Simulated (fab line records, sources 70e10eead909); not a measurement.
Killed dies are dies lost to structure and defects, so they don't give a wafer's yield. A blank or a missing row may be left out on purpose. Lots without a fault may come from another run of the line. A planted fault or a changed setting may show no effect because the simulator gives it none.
A struck lot beside a sound one | flow nand_harc | 15 steps out of a route of 1159
Sound: wafers L168.1, L168.4, L168.5. Struck: wafers L171.2, L171.3, L171.6. The cause comes at the end.
At each step with rows: each side's tool, then ch and its chambers, then its first start. Under that, the readings that differ: sound wafers | struck wafers | difference of the means | sigmas: that difference in standard deviations of wafers without a fault.
alike: readings whose means differ by less than 2 such deviations, and words and numbers that are the same on both sides. not compared: withheld readings, readings that some wafer has no value for, bounds like >300 that may hide the same value, and numbers for which the record gives no deviation and whose values overlap.
The two part at a step that has a row with sigmas, a row that says differs or no value, or rows on one side only. Numbers that don't overlap but have no deviation are shown without sigmas and don't part them. A reading that every wafer of one side lacks parts them only if that side has two wafers or more.

NHARC_P_BONDPAD_CD_MEAS_09: target cd 500 nm.
  sound on cd_sem-03 ch 0, day 6 20:48; struck on cd_sem-01 ch 0, day 7 06:18
  alike: cd_nm
NHARC_P_BONDPAD_OVL_MEAS_38:
  sound on overlay-02, day 6 20:53; struck on overlay-01, day 7 06:24
  alike: overlay_x_nm, overlay_y_nm
then, 1 step without rows for these wafers: NHARC_P_BONDPAD_HARDBAKE_10 (time 65 s).
NHARC_P_BONDPAD_DESCUM_11: chemistry O2, time 3 s.
  sound on rie_diel-08 ch 0,1,3, day 6 21:11; struck on rie_diel-11 ch 0,1,2, day 7 06:32
  alike: chamber_pressure_mTorr, drypump_motor_current_A, oes_product_au, rf_vpp_V, showerhead_plenum_p_Torr, throttle_valve_pct
  not compared: rf_hours_counter_h
then, 1 step without rows for these wafers: NHARC_P_BONDPAD_ETCH_37 (etches the open film in N2/H2, target depth 60 nm, overetch 18 nm, time 65.91 s).
NHARC_P_BONDPAD_ETCH_12: etches the open film in CHF3/O2, target depth 200 nm, time 100 s.
  sound on rie_diel-08 ch 0,2; struck on rie_diel-11 ch 0,1,2
  alike: chamber_pressure_mTorr, drypump_motor_current_A, oes_product_au, rf_vpp_V, showerhead_plenum_p_Torr, throttle_valve_pct
  not compared: rf_hours_counter_h
NHARC_P_BONDPAD_CD_MEAS_13:
  sound on cd_sem-03, day 6 21:33; struck on cd_sem-03, day 7 06:51
  alike: cd_nm
NHARC_P_BONDPAD_STRIP_15: strips in O2.
  sound on rie_diel-08 ch 0,2,3, day 6 21:38; struck on rie_diel-11 ch 0,1,2, day 7 06:59
  alike: chamber_pressure_mTorr, drypump_motor_current_A, oes_product_au, rf_vpp_V, showerhead_plenum_p_Torr, throttle_valve_pct
  not compared: rf_hours_counter_h
then, 2 steps without rows for these wafers: NHARC_P_BONDPAD_ETCH_24 (etches the open film in CF4/N2, target depth 30 nm, time 72.99 s); NHARC_P_BONDPAD_STRIP_16 (strips in post etch residue remover, time 600 s).
NHARC_P_BONDPAD_DEGAS_25: time 60 s.
  sound on pvd_sputter-01, day 6 22:11; struck on pvd_sputter-03, day 7 07:31
  alike: heater_power_w
NHARC_P_BONDPAD_PRE_CLEAN_26: time 30 s.
  sound on pvd_sputter-01; struck on pvd_sputter-03
  alike: heater_power_w
NHARC_P_BONDPAD_PVD_17: deposits TaN, target thk 5 nm, time 8.06 s.
  sound on pvd_sputter-01, day 6 22:18; struck on pvd_sputter-03, day 7 07:54
  alike: throttle_valve_pct
then, 1 step without rows for these wafers: NHARC_P_BONDPAD_PVD_27 (deposits Cu, target thk 30 nm, time 20.49 s).
-- the record jumps here: 15 days lie between the struck wafers' starts before and after (it left off in module P_BONDPAD and takes up again in module END, whose first step shown is number 1159 of the route) --
NHARC_END_SORT_01:
  sound on prober-01 ch 0, day 21 11:49; struck on prober-02 ch 0, day 22 07:11
  alike: defect_limited_yield, killed_at_array, killed_at_other, killed_at_periphery, killed_dies, killed_open, killed_short, sort_bin_2_pct, sort_bin_3_pct, sort_bin_4_pct, sort_n_pass, sort_rim_yield_pct, sort_yield_pct

WHERE THEY PART
Nowhere in this record.

WHY: what the simulator had put in
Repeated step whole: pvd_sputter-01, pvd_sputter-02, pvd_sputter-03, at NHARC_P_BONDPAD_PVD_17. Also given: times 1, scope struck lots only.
